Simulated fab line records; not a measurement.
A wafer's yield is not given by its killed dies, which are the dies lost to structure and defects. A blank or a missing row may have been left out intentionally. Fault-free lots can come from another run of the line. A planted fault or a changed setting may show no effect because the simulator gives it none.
fab line records	flow nand-harc
record: lots: 11	wafers: 33	last-day: 33
route steps=1302 shown A_SGD_CUT@920 A_SLIT@936 A_SIN_REMOVE@951 A_WL_FILL@953 END@1302
lots that met no fault: taken from a fault-free run of the same line
start-h: hours from the record's first day to the start of the lot's first wafer shown	wait-h: hours from the lot's prior step to this one	" repeats the value in the row above	L1.1+2: several wafers, shown together as one row	- either no value or no given start	* or withheld: withheld	< > ~ a bound
route shown NAME@n: a module of which the file shows steps, and the number in the route of the first	usual: average and standard deviation across the fault-free wafers	same: alike in all rows	chamber/n: place in a boat	sites: per-site readings	_std_site: the standard deviation of these	_edge_site: the outer-site mean with the inner-site mean subtracted	radius-mm: how far each site lies from the wafer's centre	mask NAME#n: copy n	behind: the tool/chamber that last shaped the wafer	hold: cause of the lot's hold/its duration in hours/its outcome	device: whichever transistor did not switch (one of n, p or np)	end of line: tests of these same wafers at the route's end	a step without rows: its recipe alone	killed: not the wafer's yield, but the dies lost to structure and defects at the first sort	map: a wafer's dies, marking killed ones x, the rest . and places with no die _
set.NAME: the setting as run; set.NAME@STEP: as run at that earlier step	model.NAME: the simulator's own value behind a step, which no gauge read
one table for each step of the route and one row for each wafer, over a sample of lots
services: when a tool's chamber went out of use (start-h, in hours from the record's first day, below 0 if earlier), for how many hours, and the reason
== steps ==
step: NHARC_A_SGD_CUT_STRIP_28
recipe: time-s: 20	o2-flow-sccm: 500	ar-flow-sccm: 0	bias-w: 0	chemistry: O2
usual: drypump-motor-current-A: 5.7/0.42	oes-product-au: 1.005/0.013	rf-vpp-V: 57.9/0.95	showerhead-plenum-p-Torr: 3.51/0.093	throttle-valve-pct: 17.038/0.0095
same: bias-w: 0	time-s: 20
lot.wafer	tool	chamber	start-h	wait-h	drypump-motor-current-A	oes-product-au	rf-hours-counter-h	rf-vpp-V	showerhead-plenum-p-Torr	throttle-valve-pct
L461.3	rie-diel-10	3	-	-	6.4	1.008	1	57.9	3.68	17.041
L461.1	"	1	"	"	5.4	0.983	1	58.1	3.49	17.045
L461.5	"	3	"	"	6.4	1.006	-	60.0	3.68	17.033
L465.2	rie-diel-13	0	-	-	5.5	1.013	11	57.3	3.60	17.037
L465.4	"	1	"	"	6.4	1.000	11	57.0	3.44	17.021
L465.6	"	0	"	"	5.5	1.013	-	58.9	3.60	17.031
L469.4	rie-diel-13	3	-	-	5.1	0.992	12	57.3	3.49	17.026
L469.1	"	1	"	"	6.4	0.998	12	58.2	3.44	17.054
L469.5	"	3	"	"	5.1	0.987	-	58.2	3.49	17.033
L468.2	rie-diel-10	3	-	-	6.4	0.984	5	57.7	3.68	17.043
L468.3	"	0	"	"	5.6	1.014	5	58.6	3.62	17.036
L468.6	"	3	"	"	6.4	0.980	-	55.6	3.68	17.054
L470.1	rie-diel-13	0	-	-	5.5	0.986	1	57.4	3.60	17.055
L470.3	"	1	"	"	6.4	1.002	1	58.1	3.44	17.031
L470.5	"	2	"	"	5.4	0.991	-	58.0	3.43	17.040
L477.2	rie-diel-07	3	-	-	5.3	1.021	8	56.7	3.55	17.051
L477.4	"	1	"	"	5.2	1.013	7	58.0	3.51	17.036
L477.1	"	2	"	"	5.9	1.022	8	58.3	3.48	17.043
L479.5	rie-diel-10	3	627.45	0.1	6.4	1.005	-	58.7	3.67	17.049
L479.4	"	0	"	"	5.6	1.019	-	57.9	3.62	17.014
L479.6	"	1	"	"	5.4	0.989	-	57.4	3.48	17.024
L480.1	rie-diel-10	3	-	-	6.4	0.997	2	57.7	3.67	17.040
L480.4	"	0	"	"	5.6	1.017	2	58.7	3.62	17.041
L480.5	"	3	"	"	6.4	0.996	-	58.2	3.67	17.032
L481.1	rie-diel-07	2	-	-	5.9	1.006	11	57.9	3.48	17.036
L481.4	"	3	"	"	5.4	0.999	11	56.5	3.55	17.040
L481.5	"	2	"	"	5.9	1.003	-	55.7	3.48	17.040
L483.4	rie-diel-07	2	-	-	5.9	1.009	0	59.0	3.48	17.032
L483.1	"	3	"	"	5.4	1.012	0	57.9	3.55	17.039
L483.6	"	2	"	"	5.9	1.006	-	57.2	3.48	17.027
L484.4	rie-diel-07	2	-	-	5.9	1.006	0	57.0	3.48	17.031
L484.3	"	3	"	"	5.4	1.013	0	57.7	3.55	17.032
L484.1	"	1	"	"	5.2	0.988	1	59.2	3.51	17.037
step: NHARC_A_SLIT_DESCUM_14
recipe: time-s: 3	o2-flow-sccm: 200	ar-flow-sccm: 0	bias-power-w: 0	chemistry: O2
usual: drypump-motor-current-A: 5.6/0.54	oes-product-au: 1.002/0.013	rf-vpp-V: 58.1/0.89	showerhead-plenum-p-Torr: 1.99/0.071	throttle-valve-pct: 11.311/0.0096
same: time-s: 3
lot.wafer	tool	chamber	start-h	wait-h	drypump-motor-current-A	oes-product-au	rf-hours-counter-h	rf-vpp-V	showerhead-plenum-p-Torr	throttle-valve-pct
L461.1	rie-diel-11	3	453.96	0.1	5.5	1.020	0.6	58.9	2.04	11.302
L461.3	"	2	"	"	6.6	1.015	1.1	57.5	1.87	11.320
L461.5	"	0	"	"	5.6	0.987	-	58.6	1.93	11.317
L465.4	rie-diel-03	2	512.75	0.1	5.5	1.014	2.4	56.5	1.98	11.311
L465.2	"	1	"	"	6.2	1.010	2.7	58.9	1.81	11.323
L465.6	"	2	"	"	5.5	1.008	-	56.8	1.98	11.307
L469.4	rie-diel-11	1	519.93	0.1	4.9	0.967	3.8	58.8	1.97	11.314
L469.1	"	2	"	"	6.6	0.980	3.5	56.6	1.87	11.308
L469.5	"	3	"	"	5.5	1.005	-	58.6	2.04	11.312
L468.3	rie-diel-11	1	522.87	0.1	4.9	0.971	4.8	58.2	1.97	11.308
L468.2	"	3	"	"	5.5	1.020	4.2	56.5	2.04	11.314
L468.6	"	1	"	"	4.9	0.981	-	56.8	1.97	11.318
L470.1	rie-diel-11	3	542.12	0.1	5.5	1.012	5.6	57.1	2.04	11.304
L470.3	"	0	"	"	5.6	1.006	5.9	58.5	1.93	11.295
L470.5	"	3	"	"	5.5	1.016	-	58.2	2.04	11.304
L477.2	rie-diel-03	0	610.33	0.1	5.2	1.002	7.9	57.8	2.02	11.309
L477.4	"	2	"	"	5.5	1.014	8.0	57.8	1.98	11.304
L477.1	"	3	"	"	5.6	1.022	7.7	57.5	2.04	11.323
L479.4	rie-diel-04	1	634.59	0.1	4.7	1.018	5.5	58.5	2.04	11.309
L479.6	"	3	"	"	6.3	1.002	-	59.4	2.03	11.318
L479.5	"	0	"	"	5.4	1.012	-	57.7	2.05	11.305
L480.1	rie-diel-03	3	650.47	0.1	5.6	1.002	0	58.2	2.04	11.298
L480.4	"	1	"	"	6.2	0.975	0.1	57.5	1.81	11.306
L480.5	"	0	"	"	5.2	1.014	-	58.4	2.02	11.315
L481.1	rie-diel-11	1	650.64	0.1	4.9	0.979	2.4	58.5	1.97	11.319
L481.4	"	2	"	"	6.6	0.992	1.8	59.0	1.87	11.326
L481.5	"	1	"	"	4.9	0.984	-	59.6	1.97	11.307
L483.1	rie-diel-04	3	668.88	0.1	6.3	1.008	6.8	59.1	2.03	11.309
L483.4	"	0	"	"	5.4	1.008	7.3	58.6	2.05	11.309
L483.6	"	2	"	"	5.8	1.009	-	58.2	2.02	11.333
L484.3	rie-diel-04	3	682.14	0.1	6.3	1.007	7.9	59.9	2.02	11.315
L484.1	"	0	"	"	5.4	1.001	8.5	59.6	2.05	11.306
L484.4	"	1	"	"	4.7	1.004	8.7	58.1	2.04	11.319
step: NHARC_A_SLIT_PRECLEAN_19
recipe: time-s: *	temp-c: 50	bath-age-min: 0	chemistry: SC1
usual: sc1-h2o2-end-mol-l: 0.3698/0.00064
same: time-s: *
lot.wafer	tool	chamber	start-h	wait-h	sc1-h2o2-end-mol-l
L461.5	wet-bench-09	4	460.13	-	0.3697
L461.1	"	6	"	"	0.3698
L461.3	"	7	"	"	0.3695
L465.2	wet-bench-02	1	519.57	-	0.3691
L465.4	"	2	"	"	0.3696
L465.6	"	3	"	"	0.3689
L469.5	wet-bench-02	2	526.05	-	0.3694
L469.1	"	3	"	"	0.3713
L469.4	"	4	"	"	0.3709
L468.2	wet-bench-02	7	529.84	-	0.3703
L468.3	"	0	"	"	0.3708
L468.6	"	4	"	"	0.3700
L470.5	wet-bench-02	1	548.31	-	0.3705
L470.1	"	3	"	"	0.3703
L470.3	"	6	"	"	0.3701
L477.4	wet-bench-02	2	616.52	-	0.3691
L477.2	"	3	"	"	0.3690
L477.1	"	5	"	"	0.3700
L479.5	wet-bench-02	3	640.74	-	0.3700
L479.6	"	4	"	"	0.3703
L479.4	"	5	"	"	0.3692
L480.5	wet-bench-03	3	656.62	-	0.3698
L480.4	"	4	"	"	0.3698
L480.1	"	5	"	"	0.3698
L481.4	wet-bench-02	6	659.67	-	0.3700
L481.1	"	7	"	"	0.3711
L481.5	"	2	"	"	0.3692
L483.1	wet-bench-09	6	684.12	-	0.3701
L483.6	"	0	"	"	0.3692
L483.4	"	1	"	"	0.3698
L484.4	wet-bench-02	6	688.24	-	0.3700
L484.1	"	7	"	"	0.3692
L484.3	"	3	"	"	0.3692
step: NHARC_A_SIN_REMOVE_INSPECT_04
usual: raw-defect-count: 390/73
lot.wafer	tool	chamber	start-h	wait-h	raw-defect-count
L461.1	defect-inspect-01	-	466.86	0.0	263
L461.3	"	-	"	"	403
L461.5	"	-	"	"	368
L465.2	defect-inspect-01	-	526.29	0.0	417
L465.4	"	-	"	"	506
L465.6	"	-	"	"	516
L469.1	defect-inspect-02	-	532.86	0.0	337
L469.4	"	-	"	"	365
L469.5	"	-	"	"	435
L468.2	defect-inspect-02	-	537.54	0.0	1368
L468.3	"	-	"	"	1454
L468.6	"	-	"	"	1374
L470.1	defect-inspect-02	-	555.03	0.0	1362
L470.3	"	-	"	"	1344
L470.5	"	-	"	"	1384
L477.1	defect-inspect-02	-	623.27	0.0	288
L477.2	"	-	"	"	344
L477.4	"	-	"	"	325
L479.4	defect-inspect-02	-	646.46	0.0	397
L479.5	"	-	"	"	325
L479.6	"	-	"	"	394
L480.1	defect-inspect-01	-	663.42	0.0	368
L480.4	"	-	"	"	278
L480.5	"	-	"	"	378
L481.1	defect-inspect-01	-	666.42	0.0	304
L481.4	"	-	"	"	353
L481.5	"	-	"	"	392
L483.1	defect-inspect-02	-	690.85	0.0	371
L483.4	"	-	"	"	403
L483.6	"	-	"	"	307
L484.1	defect-inspect-01	-	696.67	0.0	452
L484.3	"	-	"	"	379
L484.4	"	-	"	"	346
step: NHARC_A_WL_FILL_RTA_01
recipe: temp-c: 1000	time-s: 5
usual: lamp-power-pct: 31.2/1.5	lamp_zone_1_pct: 31.1/1.5	wafer_temp_C_max: 1006.0/1.9
same: time-s: 5
lot.wafer	tool	chamber	start-h	wait-h	lamp-power-pct	lamp_zone_1_pct	wafer_temp_C_max
L461.1	rtp-anneal-01	0	468.59	-	29.3	29.3	1009.4
L461.3	"	0	"	"	29.3	29.4	1006.7
L461.5	"	0	"	"	29.3	29.4	1008.7
L465.2	rtp-anneal-01	0	526.66	-	29.3	29.4	1008.5
L465.4	"	0	"	"	29.3	29.3	1009.4
L465.6	"	0	"	"	29.3	29.4	1007.9
L469.1	rtp-anneal-02	0	533.21	-	32.4	32.4	1004.2
L469.4	"	0	"	"	32.4	32.4	1003.9
L469.5	"	0	"	"	32.5	32.5	1004.8
L468.2	rtp-anneal-01	0	537.90	-	29.3	29.3	1007.1
L468.3	"	0	"	"	29.4	29.4	1006.8
L468.6	"	0	"	"	29.4	29.3	1005.9
L470.1	rtp-anneal-02	0	555.36	-	32.5	32.4	1005.4
L470.3	"	0	"	"	32.5	32.4	1004.6
L470.5	"	0	"	"	32.4	32.4	1004.3
L477.1	rtp-anneal-01	0	623.77	0.2	29.4	29.3	1005.9
L477.2	"	0	"	"	29.3	29.4	1004.8
L477.4	"	0	"	"	29.3	29.4	1009.0
L479.4	rtp-anneal-02	0	646.88	-	32.5	32.5	1003.7
L479.5	"	0	"	"	32.5	32.4	1005.5
L479.6	"	0	"	"	32.5	32.5	1005.1
L480.1	rtp-anneal-02	0	663.75	-	32.5	32.4	1004.2
L480.4	"	0	"	"	32.4	32.4	1004.0
L480.5	"	0	"	"	32.5	32.4	1004.4
L481.1	rtp-anneal-02	0	666.77	-	32.4	32.4	1005.1
L481.4	"	0	"	"	32.4	32.4	1003.9
L481.5	"	0	"	"	32.5	32.4	1006.4
L483.1	rtp-anneal-02	0	691.18	-	32.5	32.4	1007.5
L483.4	"	0	"	"	32.5	32.4	1006.4
L483.6	"	0	"	"	32.5	32.5	1005.3
L484.1	rtp-anneal-01	0	697.00	-	29.3	29.3	1011.2
L484.3	"	0	"	"	29.3	29.3	1006.1
L484.4	"	0	"	"	29.3	29.3	1008.2
step: NHARC_END_SORT_01
recipe: temp-c: 25
usual: killed-at-array: 64/20	killed-at-other: 0.7/1.1	killed-at-periphery: 3.6/2.7	killed-dies: 68/20	killed-open: 2.8/1.9	killed-short: 2.3/1.5
same: gross-dies: 677
lot.wafer	tool	chamber	start-h	wait-h	killed-at-array	killed-at-other	killed-at-periphery	killed-dies	killed-open	killed-short
L468.2	prober-02	0	646.36	2.8	131	5	3	139	2	3
L468.3	prober-02	0	647.17	3.1	151	0	2	153	0	0
L468.6	prober-02	0	649.60	4.1	133	1	1	135	1	1
L470.1	prober-01	0	653.32	2.5	104	3	6	113	3	2
L470.3	prober-01	0	654.94	3.1	132	0	5	137	3	0
L470.5	prober-01	0	656.56	3.7	147	0	2	149	3	2
killed by level:class
L468.2 A_SLIT:unspecified=62 A_CHANNEL_HOLE_D1:chamber-film-flake=34 A_CHANNEL_HOLE_D2:chamber-film-flake=15 A_SLIT:chamber-film-flake=10 THIN_TSV:chamber-film-flake=5 A_CONTACT:chamber-film-flake=4 A_SOURCE_PLATE:geometric-particle:short=2 P_GATE:geometric-particle:open=1
L468.3 A_SLIT:unspecified=89 A_SLIT:chamber-film-flake=30 A_CHANNEL_HOLE_D1:chamber-film-flake=13 A_CHANNEL_HOLE_D2:chamber-film-flake=10 A_CHANNEL_FILL_D1:chamber-film-flake=2 A_CHANNEL_FILL_D2:chamber-film-flake=2 A_STAIRCASE:chamber-film-flake=2 A_CONTACT:chamber-film-flake=2
L468.6 A_SLIT:unspecified=51 A_CHANNEL_HOLE_D1:chamber-film-flake=35 A_SLIT:chamber-film-flake=24 A_CHANNEL_HOLE_D2:chamber-film-flake=13 A_WL_FILL:chamber-film-flake=3 A_CONTACT:chamber-film-flake=3 A_ONON_D1:geometric-particle:short=1 A_CHANNEL_FILL_D1:geometric-particle:open=1
L470.1 A_SLIT:unspecified=51 A_CHANNEL_HOLE_D1:chamber-film-flake=26 A_CHANNEL_HOLE_D2:chamber-film-flake=14 A_CONTACT:chamber-film-flake=4 P_BONDPAD:chamber-film-flake=2 THIN_TSV:chamber-film-flake=2 A_CHANNEL_FILL_D2:chamber-film-flake=2 A_SLIT:chamber-film-flake=2
L470.3 A_SLIT:unspecified=76 A_CHANNEL_HOLE_D1:chamber-film-flake=29 A_CHANNEL_HOLE_D2:chamber-film-flake=14 A_SLIT:chamber-film-flake=5 P_STI:chamber-film-flake=3 A_STAIRCASE:chamber-film-flake=2 A_M0:chamber-film-flake=2 A_CHANNEL_FILL_D1:geometric-particle:open=1
L470.5 A_SLIT:unspecified=92 A_CHANNEL_HOLE_D1:chamber-film-flake=28 A_CHANNEL_HOLE_D2:chamber-film-flake=14 A_SLIT:chamber-film-flake=3 A_CONTACT:chamber-film-flake=3 A_SOURCE_PLATE:geometric-particle:short=1 A_CHANNEL_HOLE_D1:geometric-particle:open=1 A_M0:geometric-particle:short=1
== services ==
tool	chamber	start-h	hours	kind
rie-diel-11	-	432.50	9.0	pm
wet-bench-02	-	446.10	0.5	repair
rie-diel-13	-	448.17	18.2	repair
rie-diel-03	-	458.30	9.0	pm
rie-diel-07	-	471.20	9.0	pm
rie-diel-11	2	472.17	13.9	repair
rie-diel-11	-	498.38	18.5	repair
rie-diel-13	-	519.03	9.0	pm
rie-diel-11	2	520.48	8.3	repair
rie-diel-04	-	531.90	9.0	pm
rie-diel-10	-	534.92	1.6	repair
rie-diel-11	2	550.39	5.2	repair
wet-bench-02	-	551.05	4.9	repair
rie-diel-13	2	557.99	32.2	repair
rie-diel-13	-	578.30	0.2	repair
rie-diel-10	3	585.46	3.2	repair
rie-diel-11	3	593.15	1.6	repair
wet-bench-02	-	596.00	8.0	pm
rie-diel-10	-	596.50	9.0	pm
rie-diel-04	2	609.18	3.8	repair
rie-diel-11	-	609.50	9.0	pm
rie-diel-10	2	621.59	7.9	repair
wet-bench-02	-	635.99	1.7	repair
rie-diel-07	-	648.20	9.0	pm
== key ==
first-sign: step: NHARC_A_SIN_REMOVE_INSPECT_04	reading: raw-defect-count	direction: up	sigmas: 14	usual: 390	struck: 1381
effect: step: NHARC_END_SORT_01	reading: killed-dies	direction: up	sigmas: 3.5	usual: 68	struck: 138
more-kills-born-at: NHARC_A_SLIT_PRECLEAN_19@wet-bench-02: 421
met-at NHARC_A_SLIT_PRECLEAN_19
struck-lots L468,L470
tester-left-out L468,L470
not-acting-at NHARC_A_SGD_CUT_STRIP_28,NHARC_A_SLIT_DESCUM_14,NHARC_A_WL_FILL_RTA_01
onset-between 526.05 529.84
fault: kind: chamber-particle-source	tool: wet-bench-02	chamber: -	onset-h: 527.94	steps: NHARC_A_SLIT_PRECLEAN_19	rate-per-visit-cm2: 1.5818	end-h: 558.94
tester-left-out: of these lots the tester's yield and bins aren't shown, on N5 and GAA mostly nor the transistor test; their killed dies are dies lost to structure and defects alone, not to doping, threshold or leakage, so they don't give the yield
